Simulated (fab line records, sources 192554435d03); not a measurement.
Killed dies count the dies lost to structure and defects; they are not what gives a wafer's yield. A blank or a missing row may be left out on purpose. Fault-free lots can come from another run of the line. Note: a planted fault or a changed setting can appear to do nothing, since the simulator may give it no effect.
Which tool was responsible? / flow n5-finfet / route of 1938 steps, sampled at 1 step: 24 lots, 72 wafers

== WHAT THE GAUGES READ, wafer by wafer ==
N5_BEOL_M2_OVL_MEAS_29. Usual: V1_OVL gives 0.0 nm (standard deviation 0.79).
lot=L074; measured=day 6 15:25; on=overlay-01; V1_OVL (nm)=0.3 0.5 -1.5; flag=
lot=L075; measured=day 6 17:03; on=overlay-02; V1_OVL (nm)=0.8 -0.2 0.5; flag=
lot=L076; measured=day 6 21:45; on=overlay-01; V1_OVL (nm)=-0.8 -0.5 -0.4; flag=
lot=L077; measured=day 7 08:29; on=overlay-02; V1_OVL (nm)=0.4 -0.6 0.0; flag=
lot=L078; measured=day 7 17:18; on=overlay-02; V1_OVL (nm)=1.7 -0.3 1.2; flag=
lot=L080; measured=day 8 00:26; on=overlay-01; V1_OVL (nm)=1.0 0.0 0.6; flag=
lot=L079; measured=day 8 04:23; on=overlay-02; V1_OVL (nm)=-0.1 0.3 -0.5; flag=
lot=L081; measured=day 8 07:40; on=overlay-02; V1_OVL (nm)=1.8 0.4 0.3; flag=
lot=L082; measured=day 8 18:47; on=overlay-02; V1_OVL (nm)=-0.1 -0.1 0.1; flag=
lot=L083; measured=day 8 20:04; on=overlay-01; V1_OVL (nm)=-0.5 -0.7 0.9; flag=
lot=L084; measured=day 9 02:53; on=overlay-02; V1_OVL (nm)=-1.1 -1.5 -0.4; flag=
lot=L085; measured=day 9 14:53; on=overlay-01; V1_OVL (nm)=0.4 -0.5 0.5; flag=
lot=L086; measured=day 9 15:36; on=overlay-02; V1_OVL (nm)=-1.0 -1.4 -0.7; flag=
lot=L087; measured=day 9 19:03; on=overlay-02; V1_OVL (nm)=-0.4 -0.4 -0.4; flag=
lot=L089; measured=day 10 03:02; on=overlay-01; V1_OVL (nm)=0.7 1.6 1.2; flag=
lot=L088; measured=day 10 17:47; on=overlay-02; V1_OVL (nm)=0.9 1.5 1.0; flag=
lot=L090; measured=day 10 18:35; on=overlay-02; V1_OVL (nm)=-1.2 0.4 -0.3; flag=
lot=L091; measured=day 10 23:10; on=overlay-02; V1_OVL (nm)=0.3 0.2 -0.5; flag=
lot=L092; measured=day 11 02:35; on=overlay-01; V1_OVL (nm)=0.4 -0.1 0.2; flag=
lot=L093; measured=day 11 03:15; on=overlay-02; V1_OVL (nm)=1.2 -1.4 0.5; flag=
lot=L094; measured=day 11 07:43; on=overlay-02; V1_OVL (nm)=1.2 -1.4 0.3; flag=
lot=L095; measured=day 11 15:11; on=overlay-02; V1_OVL (nm)=-0.4 -1.0 -0.7; flag=
lot=L097; measured=day 12 09:46; on=overlay-02; V1_OVL (nm)=0.6 -0.7 -0.2; flag=
lot=L096; measured=day 12 13:35; on=overlay-02; V1_OVL (nm)=-0.5 -1.2 -0.6; flag=

== WHICH TOOL RAN EACH LOT (tool, then ch and the chambers of the sampled wafers, then the start) ==
The record holds no process step before these readings.

== AS READ BY THE TOOLS THEMSELVES (means over the sampled wafers that have a number; for cases with no such wafer, the mark the record gives instead) ==
The record holds no such reading with a usual standard deviation.

== THE ANSWER, worked out from the rows above alone ==
Rule: take the mean of a lot's wafers that have a number; if it is more than 3 standard deviations from the usual mean, the lot is off. Also off: a lot with no number at a reading for which 4 or more lots have one. The other lots that the step has rows for count as sound. Order of review: gauges by route order, followed by the tools' own readings, for which a lot's mean as printed above is used. At the first step where some lot is off, the reading lying furthest off is the one used; lots without a number count as furthest.
No lot is off at any reading shown: from this, nothing can be told.

== WHAT THE SIMULATOR HAD INSERTED ==
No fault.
